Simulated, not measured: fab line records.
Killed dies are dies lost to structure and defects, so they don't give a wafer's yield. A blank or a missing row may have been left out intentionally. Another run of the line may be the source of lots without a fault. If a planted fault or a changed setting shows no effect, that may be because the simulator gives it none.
Chamber matching	flow nandHarc	rieDiel-09 running NHARC_A_STAIRCASE_ETCH_444: 4 sister chambers
The step etches the open film in C4F8/O2, target depth 20400 nm, time 6800 s. 14 wafers are shown with their chamber, then 7 later ones without.

WAFERS, EACH WITH ITS CHAMBER
wafer	chamber	rfVppV (V)	oesProductAu (a.u.)
L242.1	3	810	0.929
L242.2	1	803	0.922
L242.6	0	804	0.940
L246.3	0	803	0.961
L246.5	3	809	0.989
L246.6	0	803	0.969
L249.2	1	803	0.930
L249.5	1	803	0.927
L249.6	2	805	0.927
L251.1	2	806	0.921
L251.3	3	809	0.924
L251.5	1	802	0.932
L253.2	2	804	0.916
L253.5	0	803	0.934

SIGNATURES (means of the wafers above)
reading	chamber 0	chamber 1	chamber 2	chamber 3	scatter within a chamber
rfVppV	803.25	802.75	805.00	809.33	0.645
oesProductAu	0.95100	0.92775	0.92133	0.94733	0.0189
Rule: for a wafer and a chamber, the distance is found by dividing, reading by reading, the gap between the wafer's reading and the chamber's mean by the reading's scatter, squaring, summing and taking the root. The wafer belongs to the nearest chamber; if the next one is less than 2 further off, it can't be placed. The scatter: the root of (the sum of the squares of (reading less its chamber's mean) over the shown wafers, divided by (wafers less chambers)).

WAFERS MISSING THEIR CHAMBER
wafer	rfVppV (V)	oesProductAu (a.u.)
L253.6	801	0.936
L257.1	802	0.933
L257.2	802	0.929
L257.3	809	0.914
L259.1	809	0.927
L259.5	809	0.919
L259.6	806	0.917

THE CHAMBER EACH PASSED THROUGH
wafer	from the rows above	in truth
L253.6	can't be placed: 1 or 0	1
L257.1	can't be placed: 1 or 0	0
L257.2	can't be placed: 1 or 0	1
L257.3	3	3
L259.1	3	3
L259.5	3	3
L259.6	2	2
Placed correctly: 4 of 7. From these rows, 3 cannot be placed; in 3 the true chamber is one of the candidates. 0 placed wrongly.
